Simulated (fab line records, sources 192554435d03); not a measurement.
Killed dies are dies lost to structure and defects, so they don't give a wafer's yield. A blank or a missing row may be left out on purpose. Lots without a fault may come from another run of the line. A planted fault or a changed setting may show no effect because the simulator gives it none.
Chamber matching | flow n5_finfet | N5_BEOL_M5_CO_CAP_78 on cvd_co-02: 3 sister chambers
The step material Co, precursor CCTBA/H2, target thk 2 nm, time 102.1 s. 3 wafers are shown with their chamber, then 9 later ones without.

WAFERS WITH THEIR CHAMBER
wafer  | chamber | heater_power_w (W)
L085.2 | 1       | 218
L085.3 | 0       | 227
L085.4 | 2       | 234

WAFERS WITHOUT THEIR CHAMBER
wafer  | heater_power_w (W)
L092.1 | 224
L092.2 | 225
L092.4 | 227
L094.2 | 228
L094.5 | 219
L094.6 | 227
L093.3 | 227
L093.5 | 241
L093.6 | 220

WHICH CHAMBER EACH WENT THROUGH
wafer  | from the rows above     | in truth
L092.1 | can't be placed: 0 or 1 | 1
L092.2 | can't be placed: 0 or 1 | 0
L092.4 | 0                       | 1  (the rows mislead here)
L094.2 | can't be placed: 0 or 2 | 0
L094.5 | 1                       | 1
L094.6 | 0                       | 0
L093.3 | 0                       | 0
L093.5 | 2                       | 2
L093.6 | can't be placed: 1 or 0 | 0
Placed correctly: 4 of 9. Can't be placed from these rows: 4 (the true chamber is among the candidates in 4). Placed wrongly: 1.
How it was worked out, from the rows above alone: a wafer's distance from a chamber is the root of the sum, over the readings, of the square of ((its reading less the chamber's mean) divided by the reading's scatter). The wafer belongs to the nearest chamber; if the next one is less than 2 further off, it can't be placed. A chamber's mean is the mean of its shown wafers. The scatter: with one shown wafer a chamber, the root of the mean of the squares of how far each hidden wafer lies from its nearest shown one.
